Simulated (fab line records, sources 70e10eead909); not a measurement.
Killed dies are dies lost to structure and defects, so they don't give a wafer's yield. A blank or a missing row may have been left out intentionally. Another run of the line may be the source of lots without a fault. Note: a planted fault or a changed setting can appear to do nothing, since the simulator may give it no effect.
A single fault, viewed from 2 desks | flow nand harc | each desk holds nothing but its own numbers, with what lay behind them at the end

== THE TOOL OWNER'S DESK: pecvd-02 ==
The tool's own readings at NHARC_A_ONON_D2_DEP_33 (deposits SiO2, target thk 200 nm): means of the sampled wafers that have a number, for each lot that ran on this tool. A lot is out of limits, marked OUT, if its mean lies more than 4 standard deviations from the usual mean; the brackets give that distance.
Columns: A = heater power w at NHARC_A_ONON_D2_DEP_33, usual 633 W; B = rf fwd power W at NHARC_A_ONON_D2_DEP_33, usual 898.5 W; C = showerhead vpp V at NHARC_A_ONON_D2_DEP_33, usual 1812 V; D = susceptor temp C at NHARC_A_ONON_D2_DEP_33, usual 400.00 C; E = throttle valve pct at NHARC_A_ONON_D2_DEP_33, usual 15.6 %
lot  | first seen here | A   | B                | C    | D      | E
L243 | day 13 16:37    | 653 | 896.9            | 1766 | 399.96 | 15.8
L245 | day 14 12:16    | 574 | 899.2            | 1763 | 399.91 | 16.0
L248 | day 16 04:16    | 594 | 897.4            | 1712 | 400.09 | 15.9
L252 | day 17 10:06    | 606 | 898.1            | 1810 | 399.92 | 15.9
L259 | day 20 05:50    | 595 | 1018.6 (+44) OUT | 1822 | 399.95 | 16.1
L260 | day 20 14:05    | 536 | 1020.0 (+45) OUT | 1909 | 400.00 | 15.3
This desk's finding: out of limits on L259, L260; first on L259, day 20 05:50 (rf fwd power W at NHARC_A_ONON_D2_DEP_33). In limits: L243, L245, L248, L252.

== METROLOGY DESK ==
Lot by lot, what the gauges showed, no matter which tool ran the lot: averages of those sampled wafers that carry a number. A lot is out of limits, marked OUT, if its mean lies more than 4 standard deviations from the usual mean; the brackets give that distance.
Columns: A = thk nm at NHARC_A_DECK1_JOINT_THK_MEAS_14, usual 51.2 nm; B = thk nm at NHARC_A_ONON_D2_THK_MEAS_34, usual 200 nm; C = overlay x nm at NHARC_A_CHANNEL_HOLE_D2_OVL_MEAS_11, usual 0.2 nm; D = overlay y nm at NHARC_A_CHANNEL_HOLE_D2_OVL_MEAS_11, usual -0.3 nm
lot  | first seen here | A    | B   | C    | D
L241 | day 11 07:19    | 51.3 | 200 | -0.2 | 0.7
L242 | day 12 02:46    | 50.5 | 205 | -0.1 | -0.9
L244 | day 12 02:46    | 53.5 | 205 | -0.9 | 1.0
L243 | day 12 02:55    | 51.5 | 197 | 1.0  | -0.0
L245 | day 12 23:11    | 50.1 | 201 | -0.7 | -1.0
L246 | day 13 09:28    | 51.4 | 202 | 0.3  | -0.3
L248 | day 14 16:08    | 51.9 | 197 | -0.2 | 0.1
L250 | day 15 06:12    | 50.9 | 195 | 0.4  | -1.7
L251 | day 15 17:28    | 50.0 | 200 | -0.1 | 1.3
L252 | day 15 20:32    | 50.4 | 202 | 0.9  | -0.2
L254 | day 16 16:25    | 52.7 | 204 | 0.4  | 0.2
L259 | day 18 15:40    | 53.0 | 206 | -0.2 | -0.2
L260 | day 19 00:28    | 51.2 | 206 | 1.0  | 0.8
This desk's finding: nothing out of limits on any of the 13 lots.

== ALL TOGETHER ==
At day 20 05:50, on L259, L260, the tool owner's desk was in a position to raise an alarm.
At the metrology desk, nothing out of limits was observed.
The metrology desk has L259, L260 on record, within its limits.
NHARC_A_ONON_D2_DEP_33 was run on pecvd-02 by each of the lots named.

== WHAT THE SIMULATOR HAD PUT IN ==
pecvd-02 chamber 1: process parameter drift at NHARC_A_ONON_D2_DEP_33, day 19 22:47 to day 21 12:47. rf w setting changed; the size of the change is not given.
Lots struck among those shown: L259, L260.
Each desk's first reading out of limits, in hours after the fault started: the tool owner's desk, 7.
